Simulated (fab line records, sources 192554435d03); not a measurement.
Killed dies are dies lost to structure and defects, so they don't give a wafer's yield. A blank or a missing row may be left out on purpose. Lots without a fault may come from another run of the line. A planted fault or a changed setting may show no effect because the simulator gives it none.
Which tool did it? | flow n5_finfet | 9 lots, 27 wafers sampled, at 4 steps of a route of 1938

WHAT THE GAUGES READ, wafer by wafer
N5_BEOL_M1_INSPECT_59: inspects for defects (darkfield).
lot  | measured     | on                | raw_defect_count
L260 | day 6 09:59  | defect_inspect-01 | 93 45 59
L261 | day 6 15:47  | defect_inspect-01 | 78 88 71
L262 | day 6 18:34  | defect_inspect-02 | 63 63 60
L263 | day 7 04:53  | defect_inspect-02 | 95 70 128
L265 | day 7 18:16  | defect_inspect-01 | 58 43 66
L271 | day 9 14:55  | defect_inspect-02 | 37 55 59
L278 | day 11 00:13 | defect_inspect-02 | 82 83 80
L282 | day 12 06:43 | defect_inspect-01 | 1120 63 68
L283 | day 12 10:26 | defect_inspect-01 | 81 67 974

WHICH TOOL RAN EACH LOT (tool, then ch and the chambers of the sampled wafers, then the start)
lot  | N5_BEOL_M1_ANNEAL_80         | N5_BEOL_M1_ANNEAL_87         | N5_BEOL_M1_CO_CAP_55
L260 | pvd_sputter-01, day 6 07:23  | pvd_sputter-01, day 6 07:50  | cvd_co-02 ch 0,2, day 6 09:46
L261 | pvd_sputter-03, day 6 13:14  | pvd_sputter-03, day 6 13:40  | cvd_co-01 ch 0,1, day 6 15:34
L262 | pvd_sputter-03, day 6 15:59  | pvd_sputter-03, day 6 16:26  | cvd_co-01 ch 0,1,2, day 6 18:20
L263 | pvd_sputter-02, day 7 02:21  | pvd_sputter-02, day 7 02:47  | cvd_co-01 ch 1,2, day 7 04:40
L265 | pvd_sputter-01, day 7 15:44  | pvd_sputter-01, day 7 16:10  | cvd_co-02 ch 0,2, day 7 18:03
L271 | pvd_sputter-03, day 9 12:23  | pvd_sputter-03, day 9 12:49  | cvd_co-01 ch 1,2, day 9 14:42
L278 | pvd_sputter-03, day 10 21:40 | pvd_sputter-03, day 10 22:07 | cvd_co-02 ch 0,2, day 11 00:00
L282 | pvd_sputter-03, day 12 03:53 | pvd_sputter-03, day 12 04:19 | cvd_co-01 ch 0,1,2, day 12 06:29
L283 | pvd_sputter-03, day 12 07:35 | pvd_sputter-03, day 12 08:01 | cvd_co-01 ch 0,2, day 12 10:14
- N5_BEOL_M1_ANNEAL_80: time 240 s.
- N5_BEOL_M1_ANNEAL_87: time 240 s.
- N5_BEOL_M1_CO_CAP_55: material Co, precursor CCTBA/H2, target thk 2 nm, time 102.1 s.

THE ANSWER, worked out from the rows above alone
Rule: what is usual is taken from the lots themselves. Put in order of their means at a reading, lots are off if they are a third of the lots or fewer, leave a main group of 4 or more, and stand apart from it by a gap of 3 or more times the standard deviation of the main group's means; of several such gaps the widest counts. A main group whose means are all the same, to the digits that the tables above print for the reading, isn't used. A lot without any number at a reading at which 4 lots or more have one is off too. The other lots that the step has rows for count as sound.
Off: L282, L283, at N5_BEOL_M1_INSPECT_59 (raw_defect_count). The main group: mean 70, standard deviation 15.
A tool fits if, at a process step before that reading, it ran every lot that is off, and no sound lot after the first of them. The gauges at N5_BEOL_M1_INSPECT_59 are tried like those tools. Can't be told from this: 3 tools fit, pvd_sputter-03 at N5_BEOL_M1_ANNEAL_80 and N5_BEOL_M1_ANNEAL_87, cvd_co-01 at N5_BEOL_M1_CO_CAP_55, defect_inspect-01 at N5_BEOL_M1_INSPECT_59.

WHAT THE SIMULATOR HAD PUT IN
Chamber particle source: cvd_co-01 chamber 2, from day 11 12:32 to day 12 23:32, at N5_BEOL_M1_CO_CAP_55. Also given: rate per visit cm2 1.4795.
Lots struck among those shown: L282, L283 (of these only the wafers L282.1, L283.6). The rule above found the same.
